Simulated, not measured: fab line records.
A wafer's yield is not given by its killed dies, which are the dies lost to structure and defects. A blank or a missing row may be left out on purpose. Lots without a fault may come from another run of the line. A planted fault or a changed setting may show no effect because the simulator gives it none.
A single fault, viewed from 2 desks / flow nandHarc / each desk holds nothing but its own numbers, with what lay behind them at the end

THE METROLOGY DESK
What the gauges read, lot by lot, whatever tool the lot ran on: means of the sampled wafers that have a number. A lot is out of limits, marked OUT, if its mean lies more than 4 standard deviations from the usual mean; the brackets give that distance.
Columns: A = cdNm at NHARC_A_M1_CD_MEAS_09, usual 120.0 nm; B = thkNm at NHARC_A_M1_THK_MEAS_24, usual 155.1 nm
lot=L140; first seen here=day 18 01:57; A=120.0; B=156.8
lot=L142; first seen here=day 18 02:41; A=120.1; B=155.0
lot=L141; first seen here=day 18 05:53; A=119.2; B=156.3
lot=L143; first seen here=day 18 13:53; A=120.0; B=154.7
lot=L145; first seen here=day 19 01:13; A=119.4; B=154.8
lot=L147; first seen here=day 19 20:41; A=120.6; B=155.6
lot=L146; first seen here=day 19 21:00; A=119.5; B=153.3
lot=L148; first seen here=day 20 06:54; A=119.7; B=154.6
lot=L151; first seen here=day 21 07:01; A=120.1; B=153.3
lot=L154; first seen here=day 22 02:28; A=119.7; B=151.4
lot=L156; first seen here=day 22 16:20; A=119.6; B=156.4
lot=L159; first seen here=day 23 02:26; A=119.8; B=157.0
lot=L160; first seen here=day 23 04:41; A=120.5; B=155.8
This desk found nothing out of limits on any of the 13 lots.

TOOL OWNER'S DESK, cmp-01
The tool's own readings at NHARC_A_M1_CMP_23 (polishes, t overpolish 20 s, target thk 154.34 nm): means of the sampled wafers that have a number, for each lot that ran on this tool. A lot is out of limits, marked OUT, if its mean lies more than 4 standard deviations from the usual mean; the brackets give that distance.
Columns: A = edgeZonePressureFrac at NHARC_A_M1_CMP_23, usual 1.000; B = motorCurrentA at NHARC_A_M1_CMP_23, usual 12.4 A; C = timeToEndpointS at NHARC_A_M1_CMP_23, usual 31 s
lot=L142; first seen here=day 18 05:10; A=1.003; B=12.7; C=31
lot=L143; first seen here=day 18 16:25; A=0.997; B=11.6; C=29
lot=L145; first seen here=day 19 03:36; A=0.998; B=11.9; C=29
lot=L146; first seen here=day 19 23:23; A=1.001; B=11.8; C=29
lot=L148; first seen here=day 20 09:17; A=1.000; B=12.8; C=29
lot=L151; first seen here=day 21 09:26; A=1.002; B=11.5; C=29
lot=L154; first seen here=day 22 04:56; A=0.996; B=10.7; C=24
This desk found nothing out of limits on any of the 7 lots.

TAKEN TOGETHER
Nothing out of limits was seen by the metrology desk.
The desk of the tool owner found nothing out of limits.

WHAT WAS PUT IN BY THE SIMULATOR
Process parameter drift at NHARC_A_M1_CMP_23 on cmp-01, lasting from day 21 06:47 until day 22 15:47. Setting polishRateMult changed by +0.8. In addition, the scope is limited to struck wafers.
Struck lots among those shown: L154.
